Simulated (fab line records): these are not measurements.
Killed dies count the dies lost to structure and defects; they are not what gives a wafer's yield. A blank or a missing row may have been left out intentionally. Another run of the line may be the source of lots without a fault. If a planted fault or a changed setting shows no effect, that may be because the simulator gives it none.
Chamber matching | flow nand harc | 4 sister chambers for NHARC_P_BONDPAD_STRIP_15 on rie diel-08
The step strips in O2. 4 wafers are shown with their chamber, then 8 later ones without.

== EACH WAFER AND ITS CHAMBER ==
wafer  | chamber | showerhead plenum p Torr (Torr)
L084.5 | 1       | 3.36
L090.5 | 2       | 3.64
L091.5 | 3       | 3.69
L093.2 | 0       | 3.78

== WAFERS WHOSE CHAMBER IS MISSING ==
wafer  | showerhead plenum p Torr (Torr)
L093.5 | 3.69
L093.6 | 3.36
L094.2 | 3.64
L094.3 | 3.78
L094.5 | 3.69
L097.2 | 3.78
L097.3 | 3.64
L097.4 | 3.35

== CHAMBER TAKEN BY EACH ==
wafer  | from the rows above | in truth
L093.5 | 3                   | 3
L093.6 | 1                   | 1
L094.2 | 2                   | 2
L094.3 | 0                   | 0
L094.5 | 3                   | 3
L097.2 | 0                   | 0
L097.3 | 2                   | 2
L097.4 | 1                   | 1
Placed correctly: 8 of 8. Not placeable from these rows: 0. Placed wrongly: 0.
How it was worked out, from the rows above alone: a wafer's distance from a chamber is the root of the sum, over the readings, of the square of ((its reading less the chamber's mean) divided by the reading's scatter). The wafer belongs to the nearest chamber; if the next one is less than 2 further off, it can't be placed. A chamber's mean is the mean of its shown wafers. The scatter: with one shown wafer a chamber, the root of the mean of the squares of how far each hidden wafer lies from its nearest shown one.
